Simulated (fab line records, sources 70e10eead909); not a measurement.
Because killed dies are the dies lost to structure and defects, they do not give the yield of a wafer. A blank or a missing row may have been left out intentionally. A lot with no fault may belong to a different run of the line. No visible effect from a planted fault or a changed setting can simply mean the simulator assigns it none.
A single fault, viewed from 2 desks :: flow nand-harc :: each desk holds nothing but its own numbers, with what lay behind them at the end

## THE TOOL OWNER'S DESK: litho-track-01
At NHARC_P_CONTACT_SOFTBAKE_07 (time 55 s), the tool's own readings, given per lot that ran on this tool as the mean of the sampled wafers with a number. Marked OUT: a lot whose mean sits more than 4 standard deviations from the usual mean, which makes it out of limits; the brackets give that distance.
Columns: A = chill-plate-temp-C at NHARC_P_CONTACT_SOFTBAKE_07, usual 23.00 C; B = heater-power-total-W at NHARC_P_CONTACT_SOFTBAKE_07, usual 188.44 W
lot: L395
first seen here: day 5 12:00
A: 22.95
B: 188.48

lot: L396
first seen here: day 5 13:00
A: 22.87
B: 188.38

lot: L400
first seen here: day 6 23:00
A: 22.98
B: 205.50 (+99 or more) OUT

lot: L401
first seen here: day 7 04:00
A: 22.97
B: 205.55 (+99 or more) OUT

lot: L410
first seen here: day 9 11:00
A: 23.00
B: 188.37

lot: L412
first seen here: day 9 21:00
A: 23.20
B: 188.48

lot: L413
first seen here: day 9 21:00
A: 23.05
B: 188.54

lot: L416
first seen here: day 10 21:00
A: 22.91
B: 188.38
Finding of this desk: L400, L401 out of limits; the first was L400 at day 6 23:00, on heater-power-total-W at NHARC_P_CONTACT_SOFTBAKE_07. L395, L396, L410, L412, L413, L416: within limits.

## THE METROLOGY DESK
What the gauges read, lot by lot, whatever tool the lot ran on: means of the sampled wafers that have a number. Marked OUT: a lot whose mean sits more than 4 standard deviations from the usual mean, which makes it out of limits; the brackets give that distance.
Columns: A = cd-nm at NHARC_P_CONTACT_CD_MEAS_12, usual 90.1 nm
lot: L395
first seen here: day 5 12:52
A: 91.0

lot: L396
first seen here: day 5 14:07
A: 90.9

lot: L400
first seen here: day 6 23:31
A: 89.8

lot: L401
first seen here: day 7 05:01
A: 89.6

lot: L408
first seen here: day 8 22:23
A: 90.5

lot: L410
first seen here: day 9 12:13
A: 90.7

lot: L411
first seen here: day 9 12:43
A: 89.5

lot: L412
first seen here: day 9 22:04
A: 89.4

lot: L413
first seen here: day 9 22:25
A: 90.2

lot: L414
first seen here: day 10 03:42
A: 90.0

lot: L415
first seen here: day 10 16:30
A: 90.0

lot: L416
first seen here: day 10 21:25
A: 89.5

lot: L417
first seen here: day 10 23:51
A: 89.8

lot: L418
first seen here: day 11 18:25
A: 90.2
Result from this desk: across the 14 lots, nothing is out of limits.

## ALL TOGETHER
The tool owner's desk had the chance to raise an alarm at day 6 23:00 on L400, L401.
The metrology desk saw nothing out of limits.
The metrology desk holds a record of L400, L401, inside its limits.
Every lot named ran NHARC_P_CONTACT_SOFTBAKE_07 on litho-track-01.

## WHAT THE SIMULATOR HAD PUT IN
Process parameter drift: litho-track-01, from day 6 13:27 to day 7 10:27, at NHARC_P_CONTACT_SOFTBAKE_07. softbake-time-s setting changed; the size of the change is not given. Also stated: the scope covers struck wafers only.
Lots struck among those shown: L400, L401.
Each desk's first reading out of limits, in hours after the fault started: the tool owner's desk, 10.
